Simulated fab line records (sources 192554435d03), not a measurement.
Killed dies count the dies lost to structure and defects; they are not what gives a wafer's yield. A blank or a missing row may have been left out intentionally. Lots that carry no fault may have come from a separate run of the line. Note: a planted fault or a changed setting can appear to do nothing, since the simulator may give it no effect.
A struck lot beside a sound one -- flow n5_finfet -- 14 out of 1938 route steps
Sound: the wafers L286.1, L286.3, L286.4. Struck: wafer L291.6 (left out: L291.1, L291.4 of the same lot, which were not struck); the cause appears at the end.
Each step with rows lists, per side, the tool, then ch with its chambers, then its first start. Under that, the readings that differ: sound wafers -- struck wafers -- difference of the means -- sigmas: that difference in standard deviations of wafers without a fault.
alike: readings whose means differ by less than 2 such deviations, and words and numbers that are the same on both sides. not compared: withheld readings, readings that some wafer has no value for, bounds like >300 that may hide the same value, and numbers for which the record gives no deviation and whose values overlap.
A row with sigmas, a row that says differs or no value, or rows on one side alone: a step with any of these is where the two part. Numbers that have no deviation but don't overlap get no sigmas and don't part them. A reading that every wafer of one side lacks parts them only if that side has two wafers or more.

first, 2 steps without rows for these wafers: N5_BEOL_M7_PRECLEAN_42 (cleans in residue remover, time 60 s); N5_BEOL_M7_SRD_43 (time 30 s).
N5_BEOL_M7_CD_MEAS_35: target cd 40 nm.
  struck on cd_sem-01, day 12 14:28; sound on cd_sem-02, day 10 09:50
  alike: cd_nm
N5_BEOL_M7_CURE_75: cures SiCOH lowk, time 120 s.
  sound on uv_cure-03 ch 1, day 10 10:02; struck on uv_cure-03 ch 0, day 12 14:31
  alike: lamp_power_pct, wafer_temp_C_max
N5_BEOL_M7_DEGAS_44: time 60 s.
  struck on pvd_sputter-01, day 12 14:52; sound on pvd_sputter-01, day 10 12:03
  alike: heater_power_w
N5_BEOL_M7_PRE_CLEAN_45: time 30 s.
  struck on pvd_sputter-01, day 12 14:55; sound on pvd_sputter-01, day 10 12:05
  alike: heater_power_w
N5_BEOL_M7_ALD_77: deposits TaN, target thk 2 nm, pulse time 2 s, purge time 3 s.
  sound on ald_metal-01 ch 0,2,3, day 10 12:10; struck on ald_metal-03 ch 0, day 12 15:06
  alike: heater_power_w
N5_BEOL_M7_SURFACE_TREAT_79:
  struck on pvd_sputter-02, day 12 15:32; sound on pvd_sputter-01, day 10 12:28
  not compared: throttle_valve_pct
then, 4 steps without rows for these wafers: N5_BEOL_M7_CVD_78 (deposits Co from CCTBA/H2, target thk 2 nm, time 142.3 s); N5_BEOL_M7_SPUTTER_48 (material Cu, target thk 10 nm, time 1.667 s); N5_BEOL_M7_ECD_50 (material Cu, target thk 300 nm); N5_BEOL_M7_ANNEAL_51 (time 90 s).
N5_BEOL_M7_CMP_52: polishes, stops on SiCOH lowk, t overpolish 6.9 s, target thk 80 nm.
  sound on cmp-01 ch 1,2,3, day 10 13:53; struck on cmp-04 ch 2, day 12 18:07
reading,sound,struck,difference,sigmas
barrier_field_endpoint_s (s),28.7 29.2 29.4,16.5,-12.6,-19
time_to_endpoint_s (s),57.1 60.9 62.5,32.0,-28.2,-9
  alike: clearing_platen_down_force_psi, motor_current_A, overpolish_run_s, slurry_flow_ml_min
  not compared: model.Cu_of_BEOL_M7_ECD_50.thk_nm
N5_PASSIVATION_PROBE_49:
  the record has rows for the sound wafers here (prober-02, day 13 11:44) and none for the struck ones

## WHERE THEY PART
Earliest at N5_BEOL_M7_CMP_52; latest, in this record, at N5_PASSIVATION_PROBE_49.

WHY: whatever the simulator had introduced
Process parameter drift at N5_BEOL_M7_CMP_52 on cmp-04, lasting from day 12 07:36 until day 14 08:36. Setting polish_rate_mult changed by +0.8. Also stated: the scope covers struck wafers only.
